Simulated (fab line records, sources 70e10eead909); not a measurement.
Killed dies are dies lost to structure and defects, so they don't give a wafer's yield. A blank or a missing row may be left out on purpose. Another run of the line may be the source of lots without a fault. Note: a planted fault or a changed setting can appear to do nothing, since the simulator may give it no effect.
Comparing a struck lot with a sound one    flow nand-harc    15 steps out of a route of 1159
Sound: wafers L422.1, L422.2, L422.6. Struck: wafer L426.1. (L426.4 of the same lot was not struck and is left out.) The cause comes at the end.
For every step that has rows: the tool of each side, followed by ch and its chambers, followed by its first start. Under that, the readings that differ: sound wafers    struck wafers    difference of the means    sigmas: that difference in standard deviations of wafers without a fault.
alike: same words and numbers on both sides, and readings whose means sit less than 2 such deviations apart. not compared: any withheld reading, any reading some wafer has no value for, any bound like >300 that may hide the same value, and any number with overlapping values for which the record gives no deviation.
A row with sigmas, a row that says differs or no value, or rows on one side alone: a step with any of these is where the two part. Numbers that don't overlap but have no deviation are shown without sigmas and don't part them. Lack of a reading on every wafer of one side parts them only where that side has two or more wafers.

first, 6 steps without rows for these wafers: NHARC_A_CHANNEL_HOLE_D1_COAT_04 (resist thk 90 nm); NHARC_A_CHANNEL_HOLE_D1_SOFTBAKE_05 (time 55 s); NHARC_A_CHANNEL_HOLE_D1_EBR_06; NHARC_A_CHANNEL_HOLE_D1_EXPOSE_07 (exposes mask HOLE D1, target cd 100 nm); NHARC_A_CHANNEL_HOLE_D1_PEB_08 (peb time 65 s); NHARC_A_CHANNEL_HOLE_D1_DEVELOP_09 (develop time 35 s).
NHARC_A_CHANNEL_HOLE_D1_CD_MEAS_10: target cd 100 nm.
  sound on cd-sem-03 ch 0, day 10 07:55; struck on cd-sem-01 ch 0, day 11 11:07
  alike: cd-nm
NHARC_A_CHANNEL_HOLE_D1_OVL_MEAS_11:
  sound: overlay-02 at day 10 08:01; struck: overlay-02 at day 11 11:12
reading            sound           struck  difference  sigmas
overlay-x-nm (nm)  -0.2 -0.4 -0.2  -1.6    -1.3        -2
  alike: overlay-y-nm
NHARC_A_CHANNEL_HOLE_D1_INSPECT_12:
  sound: defect-inspect-02 at day 10 08:03; struck: defect-inspect-02 at day 11 11:14
  alike: raw-defect-count
NHARC_A_CHANNEL_HOLE_D1_DESCUM_15: chemistry O2, time 3 s.
  sound on rie-diel-04 ch 0,2,3, day 10 08:08; struck on rie-diel-04 ch 3, day 11 11:18
reading                         sound              struck  difference  sigmas
chamber-pressure-mTorr (mTorr)  59.99 60.03 59.99  60.16   +0.16       +3
  alike: drypump-motor-current-A, oes-product-au, rf-vpp-V, showerhead-plenum-p-Torr, throttle-valve-pct
  not compared: rf-hours-counter-h
NHARC_A_CHANNEL_HOLE_D1_ETCH_38: etches the open film in CF4, target depth 39 nm, time 65 s.
  sound on rie-diel-04 ch 0,2,3, day 10 08:13; struck on rie-diel-04 ch 3, day 11 11:23
  alike: chamber-pressure-mTorr, drypump-motor-current-A, oes-product-au, rf-vpp-V, run-length-s, showerhead-plenum-p-Torr, throttle-valve-pct
  not compared: rf-hours-counter-h
NHARC_A_CHANNEL_HOLE_D1_ETCH_39: etches the open film in N2/H2, target depth 260 nm, time 325 s.
  sound: rie-diel-04 ch 0,1,3; struck: rie-diel-04 ch 3
reading                 sound                 struck  difference  sigmas
throttle-valve-pct (%)  14.177 14.170 14.171  14.151  -0.022      -2
  alike: chamber-pressure-mTorr, drypump-motor-current-A, oes-product-au, rf-vpp-V, run-length-s, showerhead-plenum-p-Torr
  not compared: rf-hours-counter-h
NHARC_A_CHANNEL_HOLE_D1_ETCH_34: etches the open film in CF4/CHF3, target depth 154 nm, time 77 s.
  sound on rie-diel-04 ch 1,2,3, day 10 08:32; struck on rie-diel-04 ch 3, day 11 11:43
reading           sound           struck  difference  sigmas
run-length-s (s)  98.7 98.8 98.2  92.9    -5.7        -13
  alike: chamber-pressure-mTorr, drypump-motor-current-A, oes-product-au, rf-vpp-V, showerhead-plenum-p-Torr, throttle-valve-pct
  not compared: rf-hours-counter-h
NHARC_A_CHANNEL_HOLE_D1_ETCH_16: etches the open film in O2/COS, target depth 3100 nm, time 806 s.
  sound: rie-diel-04 ch 1,2,3; struck: rie-diel-04 ch 0
reading                      sound        struck  difference  sigmas
drypump-motor-current-A (A)  6.3 6.3 5.4  5.0     -1.0        -2
  alike: chamber-pressure-mTorr, oes-product-au, rf-vpp-V, run-length-s, showerhead-plenum-p-Torr, throttle-valve-pct
  not compared: rf-hours-counter-h
NHARC_END_SORT_01:
  the record has rows for the sound wafers here (prober-02 ch 0, day 21 16:30) and none for the struck ones

== WHERE THEY PART ==
At NHARC_A_CHANNEL_HOLE_D1_OVL_MEAS_11 first; at NHARC_END_SORT_01 last (within this record only).

WHY: the cause the simulator had injected
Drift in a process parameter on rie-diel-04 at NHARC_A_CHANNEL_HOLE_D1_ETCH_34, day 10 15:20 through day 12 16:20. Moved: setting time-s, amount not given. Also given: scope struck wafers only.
